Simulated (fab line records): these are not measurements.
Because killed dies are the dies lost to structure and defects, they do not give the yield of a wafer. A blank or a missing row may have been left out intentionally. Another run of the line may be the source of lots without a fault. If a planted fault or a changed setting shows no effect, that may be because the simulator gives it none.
Which tool is to blame? | flow n5_finfet | 12 lots, 36 wafers sampled, at 4 steps of a route of 1938

## WHAT EACH GAUGE READ, for each wafer
N5_BEOL_M5_INSPECT_13: inspects for defects (brightfield).
lot  | measured     | on                | raw_defect_count
L921 | day 9 11:10  | defect_inspect-01 | 353 243 291
L920 | day 9 11:26  | defect_inspect-02 | 371 383 344
L925 | day 10 11:02 | defect_inspect-02 | 292 472 370
L926 | day 10 23:45 | defect_inspect-01 | 267 339 307
L928 | day 11 17:17 | defect_inspect-01 | 461 534 638
L929 | day 11 21:16 | defect_inspect-01 | 197 392 269
L931 | day 12 02:17 | defect_inspect-02 | 511 606 529
L932 | day 12 10:10 | defect_inspect-01 | 392 515 636
L935 | day 13 02:23 | defect_inspect-01 | 281 291 351
L937 | day 13 23:55 | defect_inspect-01 | 454 390 347
L939 | day 14 00:07 | defect_inspect-01 | 296 293 350
L941 | day 14 10:50 | defect_inspect-02 | 548 402 407

N5_BEOL_M5_OVL_MEAS_29.
lot  | measured     | on         | V4_OVL (nm)
L921 | day 9 14:44  | overlay-02 | 0.2 1.8 0.3
L920 | day 9 14:41  | overlay-02 | -0.7 -1.0 0.7
L925 | day 10 12:26 | overlay-02 | -1.1 0.6 0.4
L926 | day 11 01:48 | overlay-01 | 0.5 -0.8 1.1
L928 | day 11 19:38 | overlay-02 | 0.2 -0.7 0.1
L929 | day 12 00:43 | overlay-01 | 0.2 -1.5 -1.5
L931 | day 12 06:35 | overlay-01 | -0.4 0.3 -0.9
L932 | day 12 13:03 | overlay-02 | 0.6 0.4 -0.1
L935 | day 13 04:32 | overlay-01 | 0.8 0.3 1.5
L937 | day 14 03:29 | overlay-02 | -0.1 0.3 0.8
L939 | day 14 03:25 | overlay-01 | -0.1 -0.5 0.3
L941 | day 14 12:32 | overlay-02 | -0.3 0.0 0.4

## WHAT TOOL EACH LOT RAN ON (gives the tool, then ch and the chambers of the sampled wafers, and finally the start)
lot  | N5_BEOL_M5_ETCH_72                 | N5_BEOL_M5_COAT_22
L921 | rie_diel-02 ch 0,1, day 9 11:14    | litho_track-04 ch 0, day 9 14:16
L920 | rie_diel-02 ch 0,1,2, day 9 11:30  | litho_track-01 ch 0, day 9 14:16
L925 | rie_diel-06 ch 1,3, day 10 11:07   | litho_track-01 ch 0, day 10 11:58
L926 | rie_diel-02 ch 2,3, day 11 00:02   | litho_track-03 ch 0, day 11 01:20
L928 | rie_diel-05 ch 1,3, day 11 17:25   | litho_track-04 ch 0, day 11 19:20
L929 | rie_diel-05 ch 1,2, day 11 21:29   | litho_track-03 ch 0, day 12 00:24
L931 | rie_diel-05 ch 0,2,3, day 12 02:21 | litho_track-03 ch 0, day 12 06:16
L932 | rie_diel-02 ch 0,2, day 12 10:14   | litho_track-03 ch 0, day 12 12:35
L935 | rie_diel-06 ch 0,2, day 13 02:28   | litho_track-03 ch 0, day 13 04:10
L937 | rie_diel-02 ch 0,2,3, day 14 00:30 | litho_track-04 ch 0, day 14 03:04
L939 | rie_diel-06 ch 1,3, day 14 00:51   | litho_track-01 ch 0, day 14 03:04
L941 | rie_diel-05 ch 0,1,3, day 14 10:58 | litho_track-04 ch 0, day 14 12:14
- N5_BEOL_M5_ETCH_72: etches underlayer in N2/H2, target depth 6.5 nm, time 5.2 s.
- N5_BEOL_M5_COAT_22: resist thk 30 nm.

## WHAT THE TOOLS THEMSELVES READ (means of the sampled wafers that have a number; where no wafer has one, the mark that the record gives instead)
N5_BEOL_M5_ETCH_72.
lot  | tool        | drypump_motor_current_A (A) | etch_rf_on_time_s (s) | oes_product_au (a.u.) | rf_fwd_power_W (W) | rf_vpp_V (V) | showerhead_plenum_p_Torr (Torr) | throttle_valve_pct (%)
L921 | rie_diel-02 | 5.7                         | 5.15                  | 0.62                  | 820.4              | 525.7        | 2.63                            | 18.00
L920 | rie_diel-02 | 5.8                         | 5.20                  | 0.64                  | 822.7              | 524.5        | 2.58                            | 17.92
L925 | rie_diel-06 | 5.8                         | 5.10                  | 0.70                  | 818.3              | 522.8        | 2.46                            | 17.94
L926 | rie_diel-02 | 5.5                         | 5.21                  | 0.64                  | 819.8              | 520.8        | 2.48                            | 17.80
L928 | rie_diel-05 | 5.3                         | 5.13                  | 0.74                  | 820.0              | 522.2        | 2.48                            | 17.78
L929 | rie_diel-05 | 5.5                         | 5.13                  | 0.68                  | 821.3              | 524.1        | 2.52                            | 17.72
L931 | rie_diel-05 | 6.0                         | 5.06                  | 0.66                  | 818.2              | 524.5        | 2.54                            | 17.78
L932 | rie_diel-02 | 5.4                         | 5.05                  | 0.76                  | 819.3              | 524.9        | 2.55                            | 17.56
L935 | rie_diel-06 | 5.8                         | 5.23                  | 0.65                  | 820.0              | 524.0        | 2.58                            | 18.13
L937 | rie_diel-02 | 5.5                         | 5.24                  | 0.68                  | 818.5              | 522.6        | 2.52                            | 17.76
L939 | rie_diel-06 | 5.5                         | 5.15                  | 0.71                  | 817.8              | 525.1        | 2.57                            | 17.70
L941 | rie_diel-05 | 5.6                         | 5.11                  | 0.68                  | 819.6              | 522.3        | 2.49                            | 17.87

N5_BEOL_M5_COAT_22.
lot  | tool           | spin_speed_rpm (rpm)
L921 | litho_track-04 | 1500.5
L920 | litho_track-01 | 1500.3
L925 | litho_track-01 | 1499.5
L926 | litho_track-03 | 1499.9
L928 | litho_track-04 | 1501.0
L929 | litho_track-03 | 1499.9
L931 | litho_track-03 | 1500.2
L932 | litho_track-03 | 1461.6
L935 | litho_track-03 | 1461.1
L937 | litho_track-04 | 1499.1
L939 | litho_track-01 | 1499.5
L941 | litho_track-04 | 1499.5

## THE ANSWER, worked out from the rows above alone
Rule: the lots themselves supply what counts as usual. Put in order of their means at a reading, lots are off if they are a third of the lots or fewer, leave a main group of 4 or more, and stand apart from it by a gap of 3 or more times the standard deviation of the main group's means; of several such gaps the widest counts. If all means in a main group match to the digits the tables above print for the reading, that group is not used. A lot without any number at a reading at which 4 lots or more have one is off too. The other lots that the step has rows for count as sound. First the gauges in route order, then the tools' own readings, where a lot's mean is used as printed above. At the first step where some lot is off, the reading lying furthest off is the one used; lots without a number count as furthest.
Off: L932, L935 (N5_BEOL_M5_COAT_22, spin_speed_rpm). The main group: mean 1499.9 rpm, standard deviation 0.54.
If a tool, at that step or one of the process steps before it, ran each lot that is off and ran no sound lot following the first of them, it fits. One fits: N5_BEOL_M5_COAT_22 on litho_track-03. A fault onset in the window from L931 (day 12 06:16, its last sound lot) to L932 (day 12 12:35, its first lot off) fits.
The tool's own readings at N5_BEOL_M5_COAT_22 bear it out: on the lots that are off they differ by more than 5 times the standard deviation of the sound lots' means. spin_speed_rpm reads 1461.3 rpm there against 1499.9 rpm on the sound lots.

## WHAT HAD BEEN PUT IN BY THE SIMULATOR
Drift in process parameters on litho_track-03 at N5_BEOL_M5_COAT_22, starting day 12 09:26. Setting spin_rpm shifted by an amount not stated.
Lots struck among those shown: L932, L935. This agrees with what the rule above found.
